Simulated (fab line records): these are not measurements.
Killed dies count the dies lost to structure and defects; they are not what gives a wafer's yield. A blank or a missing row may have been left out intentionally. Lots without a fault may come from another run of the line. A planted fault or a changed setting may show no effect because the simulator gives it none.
fab line records	flow n5-finfet
record lots=24	wafers=72	last-day=18
route steps=1938 shown BEOL_M8@1369 BEOL_M9@1401
lots untouched by any fault: they come from a run of this same line in which no faults occurred
start-h: start of the lot's first displayed wafer, in hours after the record's first day	wait-h: hours since the lot's step before	" as in the row above	L1.1+2: one row covering several wafers at once	- no value present, or no start provided	* or withheld: withheld	< > ~ a bound
route shown NAME@n: names a module that has steps shown in the file, with the first one's number in the route	usual: mean/standard deviation taken from wafers without a fault	same: alike in all rows	chamber/n: place in a boat	sites: the reading at each site	_std_site: standard deviation of those values	_edge_site: mean of outer sites minus mean of inner sites	radius-mm: how far each site lies from the wafer's centre	mask NAME#n: copy n	behind: the tool/chamber that last shaped the wafer	hold: why the lot was held/for how many hours/how that ended	device: the transistor (n, p or np) that didn't switch	end of line: the route-end tests of the same wafers	where a step has no rows: the recipe by itself	killed: at the first sort, the dies lost to defects and structure; wafer yield is something else	map: a wafer's dies, marking killed ones x, the rest . and places with no die _
set.NAME: setting as actually run; set.NAME@STEP: the setting as run at that earlier step	model.NAME: the simulator's own value behind a step, which no gauge read
steps of the route over a sample of lots; a table a step, a row a wafer
services: a tool's chamber out of use, with start hour (start-h, from the record's first day; less than 0 if before it), hours out, and reason
## steps
# step N5_BEOL_M8_ETCH_72
# recipe chemistry=N2/H2	target=underlayer	target-depth-a=65	mask-material=CAR-EUV	time-s=5.2	ion-energy-ev=200	pressure-mtorr=30	source-w=840	bias-w=150	n2-flow-sccm=200	h2-flow-sccm=200	ends=cleared
# usual drypump-motor-current-A=5.9/0.49	etch-rf-on-time-s=5.17/0.11	oes-product-au=0.67/0.063	rf-vpp-V=525.5/2.4	showerhead-plenum-p-Torr=2.59/0.083	throttle-valve-pct=17.8/0.37
lot.wafer	tool	chamber	start-h	wait-h	drypump-motor-current-A	etch-rf-on-time-s	oes-product-au	rf-hours-counter-h	rf-vpp-V	showerhead-plenum-p-Torr	throttle-valve-pct
L074.2	rie-diel-06	1	214.39	0.0	6.4	4.92	0.74	59	529.7	2.68	17.6
L074.4	"	0	"	"	6.3	5.19	0.61	213	526.0	2.63	18.2
L074.5	"	0	"	"	6.3	5.21	0.61	-	524.9	2.63	18.2
L075.1	rie-diel-04	3	224.30	0.0	6.3	5.06	0.69	94	524.4	2.59	17.8
L075.4	"	0	"	"	4.9	5.15	0.73	63	520.1	2.44	17.7
L075.6	"	1	"	"	5.8	5.47	0.57	-	528.8	2.62	17.9
L076.2	rie-diel-06	2	230.33	0.0	5.9	5.21	0.79	17	520.7	2.46	17.2
L076.5	"	3	"	"	5.1	5.19	0.62	-	528.7	2.65	18.0
L076.6	"	0	"	"	6.3	5.28	0.60	-	524.4	2.63	18.2
L079.1	rie-diel-06	1	237.50	0.0	6.5	5.06	0.71	66	526.3	2.67	17.6
L079.2	"	3	"	"	5.0	5.18	0.62	192	524.7	2.65	18.0
L079.3	"	0	"	"	6.4	5.21	0.61	220	525.1	2.63	18.2
L077.1	rie-diel-06	1	237.96	0.0	6.5	5.01	0.70	67	530.1	2.67	17.7
L077.4	"	2	"	"	5.9	5.22	0.77	19	522.6	2.46	17.2
L077.6	"	3	"	"	5.1	5.24	0.62	-	527.5	2.65	18.0
L078.1	rie-diel-04	2	240.66	0.0	6.3	5.09	0.67	111	525.4	2.70	18.0
L078.3	"	0	"	"	5.0	5.08	0.74	68	521.4	2.44	17.7
L078.6	"	0	"	"	5.0	5.15	0.72	-	523.5	2.44	17.7
L080.3	rie-diel-06	3	255.06	0.0	5.1	5.11	0.62	198	525.9	2.65	18.0
L080.4	"	1	"	"	6.5	4.99	0.71	73	529.4	2.67	17.6
L080.5	"	0	"	"	6.3	5.24	0.61	-	528.3	2.63	18.2
L081.1	rie-diel-06	2	257.31	0.0	5.9	5.10	0.78	26	520.9	2.46	17.3
L081.5	"	2	"	"	5.9	5.15	0.77	-	524.1	2.46	17.3
L081.6	"	3	"	"	5.1	5.09	0.62	-	525.8	2.65	18.0
L082.1	rie-diel-05	0	262.16	0.0	6.2	5.25	0.70	63	527.9	2.66	17.4
L082.5	"	1	"	"	5.8	5.17	0.62	-	529.0	2.64	18.3
L082.6	"	2	"	"	5.4	5.14	0.68	-	521.0	2.46	17.5
L083.2	rie-diel-04	2	268.47	0.0	6.3	5.11	0.67	122	529.3	2.69	18.0
L083.3	"	0	"	"	5.0	5.19	0.71	79	521.8	2.43	17.7
L083.4	"	3	"	"	6.3	5.09	0.68	110	526.7	2.58	17.8
L085.1	rie-diel-05	0	272.77	0.0	6.2	5.26	0.71	67	527.1	2.65	17.4
L085.3	"	3	"	"	5.9	5.17	0.61	241	523.5	2.59	17.3
L085.4	"	1	"	"	5.9	5.13	0.62	183	523.8	2.64	18.3
L084.1	rie-diel-06	2	280.94	0.0	5.9	5.12	0.75	37	523.1	2.45	17.3
L084.2	"	1	"	"	6.5	4.94	0.69	85	529.4	2.66	17.7
L084.3	"	3	"	"	5.1	5.18	0.62	210	525.9	2.64	18.1
L088.1	rie-diel-05	3	281.01	0.0	5.8	5.27	0.58	245	525.0	2.59	17.4
L088.2	"	2	"	"	5.4	5.21	0.67	113	521.9	2.46	17.6
L088.5	"	2	"	"	5.4	5.15	0.67	-	520.2	2.46	17.6
L086.1	rie-diel-05	2	284.38	0.0	5.5	5.17	0.67	114	520.3	2.46	17.6
L086.3	"	1	"	"	5.8	5.16	0.62	188	525.9	2.63	18.4
L086.5	"	3	"	"	5.8	5.29	0.59	-	527.4	2.58	17.4
L087.3	rie-diel-06	3	303.26	0.0	5.1	5.24	0.60	221	528.4	2.64	18.1
L087.4	"	1	"	"	6.5	4.97	0.68	96	528.0	2.66	17.7
L087.5	"	1	"	"	6.4	4.90	0.69	-	528.3	2.66	17.7
L089.1	rie-diel-05	0	303.31	0.0	6.2	5.33	0.68	81	527.4	2.65	17.4
L089.4	"	0	"	"	6.2	5.37	0.69	-	527.2	2.65	17.4
L089.6	"	1	"	"	5.8	5.10	0.61	-	527.1	2.63	18.4
L090.1	rie-diel-04	3	309.29	0.0	6.3	5.02	0.67	122	521.0	2.58	17.8
L090.2	"	0	"	"	5.0	5.16	0.70	92	522.8	2.43	17.7
L090.3	"	2	"	"	6.3	5.08	0.66	135	527.8	2.68	18.1
L091.1	rie-diel-05	2	324.86	0.0	5.4	5.18	0.66	126	522.6	2.46	17.6
L091.3	"	0	"	"	6.2	5.36	0.67	90	527.3	2.65	17.4
L091.6	"	0	"	"	6.2	5.39	0.67	-	528.2	2.65	17.4
L092.1	rie-diel-06	3	329.16	0.0	5.0	5.24	0.60	228	528.2	2.63	18.1
L092.4	"	1	"	"	6.5	5.00	0.68	103	526.7	2.66	17.7
L092.6	"	0	"	"	6.3	5.35	0.58	-	526.9	2.62	18.3
L094.1	rie-diel-06	2	332.30	0.0	5.9	5.17	0.75	50	522.4	2.45	17.3
L094.2	"	1	"	"	6.5	4.94	0.68	104	526.3	2.66	17.7
L094.5	"	0	"	"	6.3	5.25	0.58	-	529.0	2.62	18.3
L093.3	rie-diel-05	1	333.11	0.0	5.9	5.13	0.60	208	526.0	2.63	18.4
L093.4	"	3	"	"	5.9	5.09	0.80	8	525.7	2.58	17.1
L093.5	"	2	"	"	5.4	5.09	0.67	-	523.0	2.45	17.6
L096.1	rie-diel-05	1	334.30	0.0	5.9	5.11	0.61	208	527.9	2.63	18.4
L096.2	"	3	"	"	5.8	5.08	0.80	8	530.3	2.58	17.1
L096.6	"	0	"	"	6.2	5.27	0.68	-	526.5	2.64	17.4
L095.1	rie-diel-04	2	350.68	0.0	6.3	5.19	0.64	152	527.7	2.68	18.1
L095.2	"	3	"	"	6.3	5.15	0.66	139	523.3	2.57	17.8
L095.5	"	3	"	"	6.3	5.11	0.66	-	524.9	2.57	17.9
L097.1	rie-diel-04	1	355.24	0.0	5.8	5.42	0.75	37	524.5	2.60	17.6
L097.3	"	0	"	"	5.0	5.11	0.70	108	522.2	2.42	17.8
L097.5	"	2	"	"	6.3	5.14	0.64	-	527.2	2.68	18.1
# step N5_BEOL_M8_CURE_75
# recipe temp-c=370	time-s=120	ambient=DMADMS/He	material=SiCOH_lowk
# usual lamp-power-pct=52.32/0.046	wafer_temp_C_max=371.6/0.61
lot.wafer	tool	chamber	start-h	wait-h	lamp-power-pct	wafer_temp_C_max
L074.2	uv-cure-02	2	215.03	0.1	52.33	371.0
L074.4	"	2	"	"	52.28	371.1
L074.5	"	2	"	"	52.29	371.1
L075.1	uv-cure-02	2	224.91	0.0	52.28	371.0
L075.4	"	2	"	"	52.27	371.2
L075.6	"	2	"	"	52.38	371.3
L076.2	uv-cure-02	2	230.97	0.1	52.33	371.3
L076.5	"	2	"	"	52.32	371.2
L076.6	"	2	"	"	52.33	371.2
L079.1	uv-cure-03	1	238.29	0.1	52.28	371.2
L079.2	"	1	"	"	52.30	371.0
L079.3	"	1	"	"	52.28	371.2
L077.1	uv-cure-01	1	238.55	0.0	52.31	372.8
L077.4	"	1	"	"	52.32	372.5
L077.6	"	1	"	"	52.34	372.6
L078.1	uv-cure-03	2	241.25	0.0	52.21	372.4
L078.3	"	2	"	"	52.40	372.2
L078.6	"	2	"	"	52.34	372.3
L080.3	uv-cure-03	2	256.17	0.5	52.33	372.5
L080.4	"	2	"	"	52.27	372.6
L080.5	"	2	"	"	52.43	372.3
L081.1	uv-cure-02	2	257.90	0.0	52.26	371.2
L081.5	"	2	"	"	52.28	371.2
L081.6	"	2	"	"	52.39	371.1
L082.1	uv-cure-02	0	262.75	0.0	52.36	371.2
L082.5	"	0	"	"	52.28	371.2
L082.6	"	0	"	"	52.36	371.0
L083.2	uv-cure-03	2	269.11	0.1	52.35	372.5
L083.3	"	2	"	"	52.40	371.8
L083.4	"	2	"	"	52.30	373.0
L085.1	uv-cure-03	1	273.36	0.0	52.26	371.1
L085.3	"	1	"	"	52.36	371.4
L085.4	"	1	"	"	52.39	370.9
L084.1	uv-cure-01	1	281.53	0.0	52.31	371.9
L084.2	"	1	"	"	52.27	372.4
L084.3	"	1	"	"	52.25	372.2
L088.1	uv-cure-02	0	281.70	0.1	52.27	370.9
L088.2	"	0	"	"	52.40	371.5
L088.5	"	0	"	"	52.37	371.3
L086.1	uv-cure-03	1	284.97	0.0	52.26	371.3
L086.3	"	1	"	"	52.32	370.7
L086.5	"	1	"	"	52.27	371.1
L087.3	uv-cure-02	0	303.95	0.1	52.35	371.2
L087.4	"	0	"	"	52.32	371.1
L087.5	"	0	"	"	52.38	371.1
L089.1	uv-cure-01	1	304.16	0.1	52.37	371.7
L089.4	"	1	"	"	52.24	372.0
L089.6	"	1	"	"	52.37	371.7
L090.1	uv-cure-01	0	309.88	0.0	52.34	371.4
L090.2	"	0	"	"	52.28	372.3
L090.3	"	0	"	"	52.29	371.2
L091.1	uv-cure-01	1	325.46	0.0	52.33	371.4
L091.3	"	1	"	"	52.29	371.4
L091.6	"	1	"	"	52.22	371.3
L092.1	uv-cure-01	1	329.75	0.0	52.32	372.1
L092.4	"	1	"	"	52.33	372.7
L092.6	"	1	"	"	52.27	372.8
L094.1	uv-cure-01	1	332.89	0.0	52.32	372.6
L094.2	"	1	"	"	52.34	372.6
L094.5	"	1	"	"	52.30	372.0
L093.3	uv-cure-01	0	333.80	0.1	52.29	371.5
L093.4	"	0	"	"	52.37	371.3
L093.5	"	0	"	"	52.26	371.9
L096.1	uv-cure-01	2	334.90	0.0	52.34	372.0
L096.2	"	2	"	"	52.22	372.4
L096.6	"	2	"	"	52.28	372.4
L095.1	uv-cure-02	0	351.48	0.3	52.34	371.0
L095.2	"	0	"	"	52.37	371.4
L095.5	"	0	"	"	52.23	371.6
L097.1	uv-cure-01	0	355.83	0.0	52.32	371.6
L097.3	"	0	"	"	52.36	371.9
L097.5	"	0	"	"	52.42	371.1
# step N5_BEOL_M8_PRE_CLEAN_45
# recipe gas=H2/He	time-s=30	temp-c=250
# usual heater-power-w=370/27
lot.wafer	tool	chamber	start-h	wait-h	heater-power-w
L074.2	pvd-sputter-01	-	215.48	0.0	349
L074.4	"	-	"	"	407
L074.5	"	-	"	"	384
L075.1	pvd-sputter-01	-	225.32	0.0	347
L075.4	"	-	"	"	407
L075.6	"	-	"	"	360
L076.2	pvd-sputter-03	-	231.28	0.0	393
L076.5	"	-	"	"	380
L076.6	"	-	"	"	396
L079.1	pvd-sputter-02	-	238.65	0.0	354
L079.2	"	-	"	"	339
L079.3	"	-	"	"	357
L077.1	pvd-sputter-03	-	239.27	0.0	346
L077.4	"	-	"	"	330
L077.6	"	-	"	"	396
L078.1	pvd-sputter-02	-	241.64	0.0	358
L078.3	"	-	"	"	333
L078.6	"	-	"	"	353
L080.3	pvd-sputter-02	-	256.54	0.0	354
L080.4	"	-	"	"	333
L080.5	"	-	"	"	331
L081.1	pvd-sputter-03	-	258.52	0.0	349
L081.5	"	-	"	"	399
L081.6	"	-	"	"	364
L082.1	pvd-sputter-01	-	263.18	0.0	377
L082.5	"	-	"	"	407
L082.6	"	-	"	"	394
L083.2	pvd-sputter-01	-	269.46	0.0	382
L083.3	"	-	"	"	342
L083.4	"	-	"	"	386
L085.1	pvd-sputter-02	-	273.96	0.0	352
L085.3	"	-	"	"	336
L085.4	"	-	"	"	341
L084.1	pvd-sputter-01	-	282.10	0.0	375
L084.2	"	-	"	"	409
L084.3	"	-	"	"	354
L088.1	pvd-sputter-01	-	282.18	0.0	350
L088.2	"	-	"	"	406
L088.5	"	-	"	"	405
L086.1	pvd-sputter-01	-	285.88	0.0	356
L086.3	"	-	"	"	418
L086.5	"	-	"	"	375
L087.3	pvd-sputter-02	-	304.55	0.0	342
L087.4	"	-	"	"	327
L087.5	"	-	"	"	332
L089.1	pvd-sputter-01	-	307.33	0.0	344
L089.4	"	-	"	"	371
L089.6	"	-	"	"	354
L090.1	pvd-sputter-01	-	311.67	0.0	400
L090.2	"	-	"	"	403
L090.3	"	-	"	"	372
L091.1	pvd-sputter-01	-	326.25	0.0	396
L091.3	"	-	"	"	354
L091.6	"	-	"	"	345
L092.1	pvd-sputter-01	-	330.11	0.0	375
L092.4	"	-	"	"	397
L092.6	"	-	"	"	412
L094.1	pvd-sputter-03	-	333.63	0.0	376
L094.2	"	-	"	"	328
L094.5	"	-	"	"	397
L093.3	pvd-sputter-03	-	335.11	0.0	336
L093.4	"	-	"	"	361
L093.5	"	-	"	"	400
L096.1	pvd-sputter-03	-	335.31	0.0	391
L096.2	"	-	"	"	366
L096.6	"	-	"	"	328
L095.1	pvd-sputter-03	-	352.23	0.0	341
L095.2	"	-	"	"	352
L095.5	"	-	"	"	329
L097.1	pvd-sputter-01	-	356.53	0.0	348
L097.3	"	-	"	"	378
L097.5	"	-	"	"	365
# step N5_BEOL_M8_SURFACE_TREAT_79
# recipe gas=Ar	time-s=*	ion-energy-ev=*	ion-current-ma-cm2=0.5	pressure-mtorr=*	ar-flow-sccm=30
# usual pressure-mtorr=*	throttle-valve-pct=*
lot.wafer	tool	chamber	start-h	wait-h	pressure-mtorr	throttle-valve-pct
L074.2	pvd-sputter-01	-	215.94	0.2	*	*
L074.4	"	-	"	"	*	*
L074.5	"	-	"	"	*	*
L075.1	pvd-sputter-01	-	225.89	0.4	*	*
L075.4	"	-	"	"	*	*
L075.6	"	-	"	"	*	*
L076.2	pvd-sputter-02	-	232.90	1.2	*	*
L076.5	"	-	"	"	*	*
L076.6	"	-	"	"	*	*
L079.1	pvd-sputter-03	-	239.07	0.2	*	*
L079.2	"	-	"	"	*	*
L079.3	"	-	"	"	*	*
L077.1	pvd-sputter-02	-	240.80	1.2	*	*
L077.4	"	-	"	"	*	*
L077.6	"	-	"	"	*	*
L078.1	pvd-sputter-03	-	242.04	0.2	*	*
L078.3	"	-	"	"	*	*
L078.6	"	-	"	"	*	*
L080.3	pvd-sputter-02	-	257.14	0.3	*	*
L080.4	"	-	"	"	*	*
L080.5	"	-	"	"	*	*
L081.1	pvd-sputter-03	-	259.06	0.3	*	*
L081.5	"	-	"	"	*	*
L081.6	"	-	"	"	*	*
L082.1	pvd-sputter-01	-	263.58	0.2	*	*
L082.5	"	-	"	"	*	*
L082.6	"	-	"	"	*	*
L083.2	pvd-sputter-03	-	269.82	0.2	*	*
L083.3	"	-	"	"	*	*
L083.4	"	-	"	"	*	*
L085.1	pvd-sputter-03	-	274.46	0.3	*	*
L085.3	"	-	"	"	*	*
L085.4	"	-	"	"	*	*
L084.1	pvd-sputter-03	-	282.54	0.2	*	*
L084.2	"	-	"	"	*	*
L084.3	"	-	"	"	*	*
L088.1	pvd-sputter-01	-	282.56	0.2	*	*
L088.2	"	-	"	"	*	*
L088.5	"	-	"	"	*	*
L086.1	pvd-sputter-01	-	287.92	1.8	*	*
L086.3	"	-	"	"	*	*
L086.5	"	-	"	"	*	*
L087.3	pvd-sputter-01	-	307.15	2.3	*	*
L087.4	"	-	"	"	*	*
L087.5	"	-	"	"	*	*
L089.1	pvd-sputter-01	-	307.81	0.2	*	*
L089.4	"	-	"	"	*	*
L089.6	"	-	"	"	*	*
L090.1	pvd-sputter-01	-	312.11	0.2	*	*
L090.2	"	-	"	"	*	*
L090.3	"	-	"	"	*	*
L091.1	pvd-sputter-02	-	326.70	0.2	*	*
L091.3	"	-	"	"	*	*
L091.6	"	-	"	"	*	*
L092.1	pvd-sputter-01	-	330.45	0.2	*	*
L092.4	"	-	"	"	*	*
L092.6	"	-	"	"	*	*
L094.1	pvd-sputter-03	-	334.07	0.2	*	*
L094.2	"	-	"	"	*	*
L094.5	"	-	"	"	*	*
L093.3	pvd-sputter-03	-	335.67	0.4	*	*
L093.4	"	-	"	"	*	*
L093.5	"	-	"	"	*	*
L096.1	pvd-sputter-01	-	335.71	0.2	*	*
L096.2	"	-	"	"	*	*
L096.6	"	-	"	"	*	*
L095.1	pvd-sputter-03	-	352.59	0.2	*	*
L095.2	"	-	"	"	*	*
L095.5	"	-	"	"	*	*
L097.1	pvd-sputter-01	-	357.15	0.2	*	*
L097.3	"	-	"	"	*	*
L097.5	"	-	"	"	*	*
# step N5_BEOL_M8_DEP_56
# recipe material=SiCN	target-thk-a=100	temp-c=withheld	precursor=3MS/NH3	pressure-torr=3	rf-w=202	time-s=17.5
# usual chamber-pressure-Torr=3.000/0.0062	showerhead-plenum-p-Torr=3.659/0.0095	throttle-valve-pct=8.6/0.59
lot.wafer	tool	chamber	start-h	wait-h	chamber-pressure-Torr	showerhead-plenum-p-Torr	throttle-valve-pct
L074.2	pecvd-02	0	217.25	0.0	3.000	3.657	8.2
L074.4	"	0	"	"	3.000	3.649	8.3
L074.5	"	0	"	"	3.002	3.653	8.5
L075.1	pecvd-03	0	227.74	0.0	3.003	3.666	8.8
L075.4	"	2	"	"	3.007	3.664	8.1
L075.6	"	0	"	"	2.997	3.666	9.3
L076.2	pecvd-02	1	234.03	0.0	2.996	3.664	8.6
L076.5	"	0	"	"	2.996	3.653	8.4
L076.6	"	1	"	"	2.999	3.646	8.7
L079.1	pecvd-01	1	240.25	0.0	3.005	3.661	9.7
L079.2	"	0	"	"	2.996	3.676	8.5
L079.3	"	2	"	"	3.001	3.670	9.0
L077.1	pecvd-01	1	242.02	0.0	2.990	3.655	10.0
L077.4	"	0	"	"	2.995	3.677	8.9
L077.6	"	2	"	"	2.991	3.678	9.0
L078.1	pecvd-01	2	243.74	0.0	3.003	3.675	8.9
L078.3	"	1	"	"	3.000	3.655	9.4
L078.6	"	2	"	"	3.004	3.673	8.8
L080.3	pecvd-02	2	258.89	0.0	3.005	3.650	8.0
L080.4	"	0	"	"	2.999	3.639	8.4
L080.5	"	1	"	"	3.008	3.665	8.6
L081.1	pecvd-02	1	260.80	0.0	3.001	3.662	8.7
L081.5	"	2	"	"	2.996	3.650	7.7
L081.6	"	0	"	"	2.989	3.652	8.5
L082.1	pecvd-02	2	265.40	0.0	3.007	3.650	8.0
L082.5	"	0	"	"	3.012	3.644	8.5
L082.6	"	1	"	"	3.000	3.667	8.6
L083.2	pecvd-01	2	271.20	0.0	2.998	3.662	8.9
L083.3	"	0	"	"	2.992	3.675	8.7
L083.4	"	1	"	"	3.003	3.652	9.5
L085.1	pecvd-02	0	277.38	0.0	3.000	3.646	8.5
L085.3	"	2	"	"	3.001	3.658	7.8
L085.4	"	1	"	"	3.010	3.652	8.4
L088.1	pecvd-03	2	284.06	0.0	3.011	3.651	8.3
L088.2	"	0	"	"	3.011	3.659	9.1
L088.5	"	2	"	"	3.006	3.658	8.2
L084.1	pecvd-02	2	284.09	0.0	3.003	3.648	7.7
L084.2	"	1	"	"	2.997	3.656	8.5
L084.3	"	0	"	"	3.001	3.646	8.2
L086.1	pecvd-02	0	289.15	0.0	2.993	3.649	8.7
L086.3	"	2	"	"	3.008	3.660	7.9
L086.5	"	2	"	"	3.003	3.655	7.7
L087.3	pecvd-02	1	308.40	0.0	3.002	3.663	8.7
L087.4	"	0	"	"	3.001	3.645	8.4
L087.5	"	1	"	"	2.999	3.664	8.5
L089.1	pecvd-03	2	308.91	0.0	2.997	3.660	8.3
L089.4	"	1	"	"	3.006	3.648	9.8
L089.6	"	2	"	"	2.998	3.651	8.2
L090.1	pecvd-01	1	313.20	0.0	2.998	3.660	9.7
L090.2	"	0	"	"	2.999	3.676	8.6
L090.3	"	0	"	"	3.000	3.672	8.7
L091.1	pecvd-02	2	329.45	0.0	2.996	3.641	7.8
L091.3	"	1	"	"	3.000	3.663	8.7
L091.6	"	2	"	"	2.998	3.649	7.7
L092.1	pecvd-02	1	331.52	0.0	2.999	3.671	8.8
L092.4	"	1	"	"	3.008	3.652	8.8
L092.6	"	2	"	"	2.991	3.651	7.7
L094.1	pecvd-03	2	335.44	0.0	3.003	3.659	7.9
L094.2	"	0	"	"	2.990	3.665	8.6
L094.5	"	0	"	"	2.987	3.668	9.0
L093.3	pecvd-01	0	336.86	0.0	3.008	3.675	8.7
L093.4	"	1	"	"	3.007	3.661	9.3
L093.5	"	2	"	"	2.991	3.665	9.1
L096.1	pecvd-02	2	337.14	0.0	3.001	3.646	8.0
L096.2	"	1	"	"	2.997	3.660	8.7
L096.6	"	2	"	"	3.003	3.660	7.6
L095.1	pecvd-03	1	354.01	0.0	3.000	3.656	9.7
L095.2	"	0	"	"	3.009	3.667	9.2
L095.5	"	0	"	"	3.013	3.671	9.1
L097.1	pecvd-03	2	360.06	0.0	2.999	3.658	8.3
L097.3	"	1	"	"	3.009	3.653	9.6
L097.5	"	0	"	"	2.994	3.666	9.0
# step N5_BEOL_M9_ILD_DEP_00
# recipe material=SiCOH_lowk	target-thk-a=3085.1	temp-c=300	precursor=DEMS/porogen	pressure-torr=5	rf-w=500	time-s=58
# usual chamber-pressure-Torr=5.000/0.011	heater-power-w=301/63	showerhead-plenum-p-Torr=5.734/0.012	throttle-valve-pct=13.5/0.69
lot.wafer	tool	chamber	start-h	wait-h	chamber-pressure-Torr	heater-power-w	showerhead-plenum-p-Torr	throttle-valve-pct
L074.2	pecvd-01	2	217.40	0.0	5.016	247	5.741	13.7
L074.4	"	1	"	"	5.007	413	5.737	14.4
L074.5	"	0	"	"	5.008	212	5.756	13.1
L075.1	pecvd-04	0	227.87	0.0	5.008	276	5.734	13.4
L075.4	"	0	"	"	5.017	284	5.750	13.9
L075.6	"	2	"	"	4.990	348	5.718	13.5
L076.2	pecvd-04	0	234.16	0.0	4.997	303	5.745	13.5
L076.5	"	1	"	"	4.997	246	5.710	13.8
L076.6	"	0	"	"	5.016	243	5.741	13.6
L079.1	pecvd-04	0	240.38	0.0	4.998	306	5.742	13.7
L079.2	"	1	"	"	4.995	286	5.718	13.9
L079.3	"	2	"	"	4.998	342	5.714	13.7
L077.1	pecvd-04	0	242.15	0.0	5.007	269	5.738	13.5
L077.4	"	0	"	"	5.022	277	5.731	13.5
L077.6	"	2	"	"	5.013	326	5.722	13.5
L078.1	pecvd-01	1	243.87	0.0	4.991	400	5.737	14.5
L078.3	"	2	"	"	5.011	236	5.751	13.8
L078.6	"	2	"	"	5.000	245	5.736	13.9
L080.3	pecvd-04	1	259.02	0.0	4.999	241	5.721	14.0
L080.4	"	1	"	"	5.011	248	5.728	14.1
L080.5	"	0	"	"	4.997	243	5.737	13.4
L081.1	pecvd-04	2	260.93	0.0	5.010	351	5.726	14.0
L081.5	"	0	"	"	4.995	256	5.747	13.8
L081.6	"	1	"	"	4.991	279	5.720	13.7
L082.1	pecvd-01	2	265.53	0.0	5.006	256	5.744	13.9
L082.5	"	1	"	"	5.015	437	5.739	14.6
L082.6	"	2	"	"	5.012	260	5.755	13.8
L083.2	pecvd-01	2	271.34	0.0	5.006	211	5.744	13.7
L083.3	"	0	"	"	4.999	269	5.758	13.1
L083.4	"	2	"	"	4.994	214	5.749	13.9
L085.1	pecvd-01	0	277.52	0.0	5.000	234	5.755	13.5
L085.3	"	0	"	"	4.984	249	5.735	13.4
L085.4	"	1	"	"	4.983	414	5.728	14.7
L088.1	pecvd-01	1	284.21	0.0	4.988	456	5.740	14.3
L088.2	"	2	"	"	5.001	255	5.746	13.7
L088.5	"	0	"	"	4.994	258	5.748	12.9
L084.1	pecvd-02	1	284.22	0.0	5.009	269	5.727	13.0
L084.2	"	2	"	"	5.002	352	5.744	11.8
L084.3	"	0	"	"	4.998	255	5.728	12.8
L086.1	pecvd-02	2	289.28	0.0	5.008	330	5.732	11.9
L086.3	"	1	"	"	4.999	309	5.742	13.4
L086.5	"	2	"	"	4.991	348	5.728	11.7
L087.3	pecvd-04	2	308.53	0.0	5.013	291	5.716	14.1
L087.4	"	0	"	"	4.998	288	5.753	13.6
L087.5	"	2	"	"	5.009	300	5.726	13.7
L089.1	pecvd-02	0	309.05	0.0	4.989	292	5.721	12.9
L089.4	"	0	"	"	5.014	302	5.730	13.1
L089.6	"	2	"	"	4.996	312	5.738	11.9
L090.1	pecvd-04	1	313.35	0.0	5.021	284	5.707	14.0
L090.2	"	2	"	"	4.993	316	5.721	13.4
L090.3	"	0	"	"	5.020	275	5.732	13.5
L091.1	pecvd-02	2	329.60	0.0	4.993	377	5.730	11.8
L091.3	"	1	"	"	4.982	325	5.712	13.3
L091.6	"	2	"	"	4.985	383	5.725	12.0
L092.1	pecvd-01	0	331.65	0.0	4.987	226	5.751	13.0
L092.4	"	0	"	"	4.993	241	5.744	13.5
L092.6	"	2	"	"	4.994	257	5.733	13.8
L094.1	pecvd-02	2	335.57	0.0	4.991	382	5.726	11.8
L094.2	"	0	"	"	5.009	264	5.704	13.1
L094.5	"	0	"	"	5.001	274	5.727	12.8
L093.3	pecvd-02	0	337.00	0.0	5.009	296	5.716	12.7
L093.4	"	0	"	"	5.010	297	5.732	12.8
L093.5	"	2	"	"	5.008	354	5.723	11.8
L096.1	pecvd-01	1	337.27	0.0	4.996	410	5.746	14.3
L096.2	"	0	"	"	5.013	262	5.744	13.5
L096.6	"	0	"	"	5.001	260	5.761	13.2
L095.1	pecvd-01	0	354.14	0.0	5.001	229	5.733	13.3
L095.2	"	1	"	"	4.988	397	5.726	14.6
L095.5	"	1	"	"	4.991	397	5.744	14.5
L097.1	pecvd-01	0	360.20	0.0	5.024	211	5.752	13.6
L097.3	"	2	"	"	4.994	263	5.742	14.0
L097.5	"	2	"	"	4.996	204	5.741	13.7
## services
tool	chamber	start-h	hours	kind
uv-cure-02	-	198.49	0.7	repair
pecvd-02	2	202.38	-	clean
pecvd-02	2	202.38	-	consumable-replace:showerhead
pecvd-02	2	202.38	29.0	scheduled-down
pecvd-02	2	202.38	29.0	vent-cycle
uv-cure-01	-	211.36	3.4	pm
pecvd-01	-	216.10	0.8	repair
pvd-sputter-03	-	216.20	4.0	repair
uv-cure-03	-	245.83	0.7	repair
uv-cure-02	-	251.43	5.2	repair
pecvd-01	2	263.32	2.1	scheduled-down
uv-cure-03	-	266.58	0.9	repair
rie-diel-06	0	268.22	15.3	repair
pecvd-04	-	270.79	3.2	repair
pecvd-01	2	272.76	7.5	repair
pecvd-03	1	281.86	19.3	repair
rie-diel-06	2	293.88	4.3	repair
rie-diel-05	2	297.03	9.6	repair
rie-diel-06	2	304.45	10.4	repair
pecvd-01	2	310.46	16.5	scheduled-down
pecvd-01	-	316.00	14.6	pm
rie-diel-06	0	336.64	-	clean
rie-diel-06	0	336.64	-	consumable-replace:focus-ring
uv-cure-03	-	349.66	1.0	pm
## key
fault none
